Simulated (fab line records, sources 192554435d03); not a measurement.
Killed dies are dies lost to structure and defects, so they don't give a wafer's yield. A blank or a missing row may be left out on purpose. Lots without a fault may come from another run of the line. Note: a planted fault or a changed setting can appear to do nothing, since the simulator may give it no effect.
A struck lot beside a sound one || flow n5 finfet || 38 steps out of a route of 1938
Sound: these wafers, L426.1, L426.3, L426.4. Struck: wafer L439.3 (left out: L439.1, a lot-mate that was not struck); the cause follows at the end.
Order at every step that has rows: each side's tool, ch and its chambers, its first start. Under that, the readings that differ: sound wafers || struck wafers || difference of the means || sigmas: that difference in standard deviations of wafers without a fault.
alike: readings whose means differ by less than 2 such deviations, and words and numbers that are the same on both sides. not compared: withheld readings, readings that some wafer has no value for, bounds like >300 that may hide the same value, and numbers for which the record gives no deviation and whose values overlap.
The two part at a step that has a row with sigmas, a row that says differs or no value, or rows on one side only. Numbers that have no deviation but don't overlap get no sigmas and don't part them. A reading missing from all wafers of one side parts the sides only when that side holds two or more wafers.

first, 9 steps without rows for these wafers: N5_BEOL_M12_SOFTBAKE_23 (time 60 s); N5_BEOL_M12_EXPOSE_25 (exposes mask M12); N5_BEOL_M12_PEB_26 (peb time 90 s); N5_BEOL_M12_DEVELOP_27 (develop time 45 s); N5_BEOL_M12_HARDBAKE_32 (time 120 s); N5_BEOL_M12_DESCUM_33 (chemistry O2, time 7.9 s); N5_BEOL_M12_ETCH_67 (etches SiARC in CF4, target depth 143 nm, time 238.3 s); N5_BEOL_M12_ETCH_68 (etches SOC in N2/H2, time 285 s); N5_BEOL_M12_STRIP_69 (strips in N2/H2).
N5_BEOL_M12_TRENCH_ETCH_34: etches SiOC in C4F8/O2/Ar, target depth 318.95 nm, time 125.5 s.
  sound on rie diel-04 ch 1,2,3, day 11 04:00; struck on rie diel-04 ch 2, day 13 21:40
{"reading": "rf hours counter h (h)", "sound": "227 219 25", "struck": 246, "difference": "+89", "sigmas": ""}
{"reading": "rf vpp V (V)", "sound": "667 661 670", "struck": 659, "difference": -7, "sigmas": -2}
{"reading": "showerhead plenum p Torr (Torr)", "sound": "3.54 3.25 3.58", "struck": 3.23, "difference": -0.23, "sigmas": -2}
{"reading": "model.etch.depth nm (nm)", "sound": "307.2 324.5 319.8", "struck": 492.6, "difference": "+175.4", "sigmas": ""}
  alike: drypump motor current A, oes product au, throttle valve pct
then, 1 step without rows for these wafers: N5_BEOL_M12_STRIP_70 (strips in C4F8/O2/Ar).
N5_BEOL_M12_OCD_MEAS_35:
  sound on ocd-02 at day 11 04:09; struck on ocd-01 at day 13 21:49
{"reading": "trench depth nm (nm)", "sound": "307 325 320", "struck": 493, "difference": "+176", "sigmas": "+29"}
then, 11 steps without rows for these wafers: N5_BEOL_M12_STRIP_37 (strips in N2/H2); N5_BEOL_M12_ETCH_38 (etches SiCN in CF4/N2, target depth 68.7 nm, time 73.4 s); N5_BEOL_M12_PRECLEAN_39 (cleans in residue remover, time 60 s); N5_BEOL_M12_SRD_40 (time 30 s, dry time 30 s); N5_BEOL_M12_DEGAS_41 (time 60 s); N5_BEOL_M12_PRE_CLEAN_42 (time 30 s); N5_BEOL_M12_SPUTTER_43 (material TaN, target thk 15 nm, time 24.19 s); N5_BEOL_M12_SPUTTER_44 (material Ta, target thk 10 nm, time 16.13 s); N5_BEOL_M12_SPUTTER_45 (material Cu, target thk 80 nm, time 13.33 s); N5_BEOL_M12_ECD_47 (material Cu, target thk 720 nm); N5_BEOL_M12_ANNEAL_48 (time 90 s).
N5_BEOL_M12_CMP_49: polishes, stops on SiOC, t overpolish 20.6 s, target thk 320 nm.
  sound on cmp-04 ch 0,2,3, day 11 08:37; struck on cmp-01 ch 1, day 14 00:19
{"reading": "model.Cu_of_BEOL_M12_ECD_47.thk nm (nm)", "sound": "308 322.8 321.2", "struck": 494.4, "difference": "+177.1", "sigmas": ""}
  alike: barrier field endpoint s, clearing platen rpm, motor current A, overpolish run s, slurry flow ml min
N5_BEOL_M12_THK_MEAS_50: measures by xrf.
  sound on film metro-01 at day 11 08:52; struck on film metro-01 at day 14 00:37
{"reading": "M12_THK (nm)", "sound": "310 325 324", "struck": 495, "difference": "+175", "sigmas": "+26"}
then, 2 steps without rows for these wafers: N5_BEOL_M12_PRE_CLEAN_52 (time 15 s); N5_BEOL_M12_DEP_53 (deposits SiCN from 3MS/NH3, target thk 30 nm, time 10.5 s).
N5_BEOL_M12_RS_MEAS_54: measurement is done with a four-point probe.
  sound on film metro-01 at day 11 08:59; struck on film metro-01 at day 14 00:45
{"reading": "M12_RS (ohm/sq)", "sound": "0.0624 0.0594 0.0597", "struck": 0.0382, "difference": -0.0223, "sigmas": -19}
then, 9 steps without rows for these wafers: N5_BEOL_M13_ILD_DEP_00 (deposits SiOC from DEMS/O2, target thk 837.92 nm, time 166.4 s); N5_BEOL_M13_COAT_58 (time 60 s, resist thk 89 nm); N5_BEOL_M13_COAT_04 (resist thk 400 nm); N5_BEOL_M13_EBR_06; N5_BEOL_M13_SOFTBAKE_05 (time 60 s); N5_BEOL_M13_EXPOSE_07 (exposes mask V12); N5_BEOL_M13_PEB_08 (peb time 90 s); N5_BEOL_M13_DEVELOP_09 (develop time 45 s); N5_BEOL_M13_HARDBAKE_14 (time 120 s).
N5_BEOL_M15_RC_MEAS_101:
  sound on prober-02 ch 0, day 12 06:40; struck on prober-02 ch 0, day 14 15:58
{"reading": "COMB_M14 (S/m)", "sound": "6.6e-12 5.7e-12 4.2e-12", "struck": 3.4e-12, "difference": -2.1e-12, "sigmas": -2}
{"reading": "COMB_M7 (S/m)", "sound": "2.6e-11 2.6e-11 2.1e-11", "struck": 3.9e-11, "difference": "+1.5e-11", "sigmas": "+2"}
{"reading": "SERP_M12 (ohm/um)", "sound": "0.670 0.609 0.646", "struck": 0.391, "difference": -0.251, "sigmas": -13}
{"reading": "SERP_M12_max_site (ohm/um)", "sound": "0.681 0.621 0.658", "struck": 0.405, "difference": -0.248, "sigmas": -12}
  alike: COMB_M10, COMB_M11, COMB_M13, COMB_M13_max_site, COMB_M15, COMB_M5, COMB_M6, COMB_M8, COMB_M9, SERP_M10, SERP_M11, SERP_M11_max_site, SERP_M13, SERP_M14, SERP_M5, SERP_M6, SERP_M6_max_site, SERP_M7, SERP_M8, SERP_M9

WHERE THEY PART
Earliest at N5_BEOL_M12_TRENCH_ETCH_34; latest, in this record, at N5_BEOL_M15_RC_MEAS_101.

WHY: whatever the simulator had introduced
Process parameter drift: rie diel-04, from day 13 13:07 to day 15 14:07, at N5_BEOL_M12_TRENCH_ETCH_34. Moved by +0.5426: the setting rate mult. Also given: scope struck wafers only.
